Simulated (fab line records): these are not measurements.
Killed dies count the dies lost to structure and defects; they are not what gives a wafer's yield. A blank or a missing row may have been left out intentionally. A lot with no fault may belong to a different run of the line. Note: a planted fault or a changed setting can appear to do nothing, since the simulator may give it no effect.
One fault through the eyes of 3 desks | flow n5-finfet | each desk holds nothing but its own numbers, with what lay behind them at the end

THE TOOL OWNER'S DESK: rie-diel-04
The tool's own readings at N5_BEOL_M5_ETCH_41 (etches SiCN in CH3F/O2, target depth 31.5 nm, time 56.7 s): means of the sampled wafers that have a number, for each lot that ran on this tool. The brackets show how far a lot's mean lies from the usual mean; more than 4 standard deviations puts the lot out of limits, marked OUT.
Columns: A = chamber-pressure-mTorr at N5_BEOL_M5_ETCH_41, usual 30.000 mTorr; B = drypump-motor-current-A at N5_BEOL_M5_ETCH_41, usual 5.9 A; C = oes-product-au at N5_BEOL_M5_ETCH_41, usual 0.75 a.u.; D = rf-vpp-V at N5_BEOL_M5_ETCH_41, usual 297.5 V; E = showerhead-plenum-p-Torr at N5_BEOL_M5_ETCH_41, usual 2.01 Torr; F = throttle-valve-pct at N5_BEOL_M5_ETCH_41, usual 16.35 %
lot  | first seen here | A      | B   | C    | D     | E    | F
L343 | day 9 14:36     | 29.997 | 5.7 | 0.81 | 298.7 | 2.07 | 16.23
L347 | day 11 02:10    | 30.011 | 5.4 | 0.78 | 298.4 | 2.11 | 16.12
L349 | day 12 02:40    | 29.998 | 5.4 | 0.78 | 299.7 | 2.10 | 16.14
Finding of this desk: none of the 3 lots has anything out of limits.

METROLOGY DESK
Lot by lot, what the gauges showed, no matter which tool ran the lot: averages of those sampled wafers that carry a number. The brackets show how far a lot's mean lies from the usual mean; more than 4 standard deviations puts the lot out of limits, marked OUT.
Columns: A = V4_OVL at N5_BEOL_M5_OVL_MEAS_29, usual -0.3 nm
lot  | first seen here | A
L339 | day 8 11:32     | 0.5
L343 | day 9 14:13     | -0.7
L347 | day 11 01:47    | -0.2
L349 | day 12 01:55    | -0.3
L355 | day 13 01:05    | -1.3
L360 | day 14 18:47    | -0.3
Finding of this desk: none of the 6 lots has anything out of limits.

THE DEFECT DESK
Lot by lot, what the route's inspections counted, given as the mean of those sampled wafers with a number. The brackets show how far a lot's mean lies from the usual mean; more than 4 standard deviations puts the lot out of limits, marked OUT.
Columns: A = raw-defect-count at N5_BEOL_M5_INSPECT_30, usual 397
lot  | first seen here | A
L339 | day 8 11:35     | 359
L343 | day 9 14:16     | 446
L347 | day 11 01:50    | 280
L349 | day 12 01:58    | 311
L355 | day 13 01:08    | 356
L360 | day 14 18:51    | 392
Finding of this desk: none of the 6 lots has anything out of limits.

PUT TOGETHER
The tool owner's desk saw nothing out of limits.
Metrology desk: nothing out of limits seen.
Nothing the defect desk looked at was out of limits.

WHAT HAD BEEN PUT IN BY THE SIMULATOR
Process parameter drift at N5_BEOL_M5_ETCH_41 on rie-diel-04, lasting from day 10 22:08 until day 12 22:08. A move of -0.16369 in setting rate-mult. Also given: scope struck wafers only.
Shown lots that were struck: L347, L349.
